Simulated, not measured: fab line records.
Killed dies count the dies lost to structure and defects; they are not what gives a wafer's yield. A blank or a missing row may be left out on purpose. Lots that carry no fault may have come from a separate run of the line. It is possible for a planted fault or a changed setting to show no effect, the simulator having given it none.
Matching of chambers	flow n5Finfet	N5_GATE_CUT_SAC_CAP_01 on aldSin-04 has 4 sister chambers
The step material SiNx, target thk 24 nm, pulse time 1 s, ald cycles 480. 4 wafers are shown with their chamber, then 7 later ones without.

== WAFERS, EACH WITH ITS CHAMBER ==
wafer	chamber	heaterPowerW (W)
L077.1	0	892
L077.3	3	819
L085.3	2	830
L085.5	1	853

== WAFERS WITHOUT THEIR CHAMBER ==
wafer	heaterPowerW (W)
L085.6	893
L086.1	811
L086.2	823
L086.5	922
L091.2	821
L091.4	852
L091.6	882

== CHAMBER TAKEN BY EACH ==
wafer	from the rows above	in truth
L085.6	0	0
L086.1	can't be placed: 3 or 2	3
L086.2	can't be placed: 3 or 2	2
L086.5	0	0
L091.2	can't be placed: 3 or 2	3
L091.4	can't be placed: 1 or 2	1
L091.6	can't be placed: 0 or 1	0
Correct placement for 2 of the 7. Unplaceable from these rows: 5, with the true chamber sitting among the candidates in 5. Number placed wrongly: 0.
How it was worked out, from the rows above alone: a wafer's distance from a chamber is the root of the sum, over the readings, of the square of ((its reading less the chamber's mean) divided by the reading's scatter). If the next closest chamber is less than 2 further off than the closest, the wafer can't be placed; otherwise it belongs to the closest. A chamber's mean is the mean of its shown wafers. The scatter (one wafer shown for each chamber): square how far every hidden wafer sits from the nearest shown wafer, average those squares and take the square root.
